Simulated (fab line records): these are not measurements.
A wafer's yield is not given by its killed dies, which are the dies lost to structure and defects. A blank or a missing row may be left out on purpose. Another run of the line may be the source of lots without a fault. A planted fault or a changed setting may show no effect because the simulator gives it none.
Matching of chambers ; flow n5_finfet ; cvd_co-02 running N5_MOL_CONTACT_COAG_CO_FILL_22: 3 sister chambers
The step material Co, precursor CCTBA/H2, target thk 20 nm. 6 wafers are shown with their chamber, then 7 later ones without.

## WAFERS, EACH WITH ITS CHAMBER
wafer;chamber;heater_power_outer_w (W);heater_power_w (W)
L740.3;2;121;222
L740.6;2;121;234
L741.1;1;122;244
L741.5;0;136;248
L741.6;1;125;248
L743.3;0;132;252

## WAFERS WITH NO CHAMBER GIVEN
wafer;heater_power_outer_w (W);heater_power_w (W)
L743.4;136;265
L743.6;118;229
L744.2;134;254
L744.3;122;242
L744.6;120;226
L753.1;135;249
L753.6;135;261

## CHAMBER TAKEN BY EACH
wafer;from the rows above;in truth
L743.4;0;0
L743.6;2;2
L744.2;0;0
L744.3;can't be placed: 1 or 2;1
L744.6;2;2
L753.1;0;0
L753.6;0;0
Placed correctly: 6 of 7. Can't be placed from these rows: 1 (the true chamber is among the candidates in 1). 0 placed wrongly.
How it was worked out, from the rows above alone: a wafer's distance from a chamber is the root of the sum, over the readings, of the square of ((its reading less the chamber's mean) divided by the reading's scatter). The wafer belongs to the nearest chamber; if the next one is less than 2 further off, it can't be placed. Each chamber's mean is taken over the wafers shown for it. The scatter: take each reading less its chamber's mean, square it, sum over the shown wafers, divide by the number of wafers less the number of chambers, and take the root.
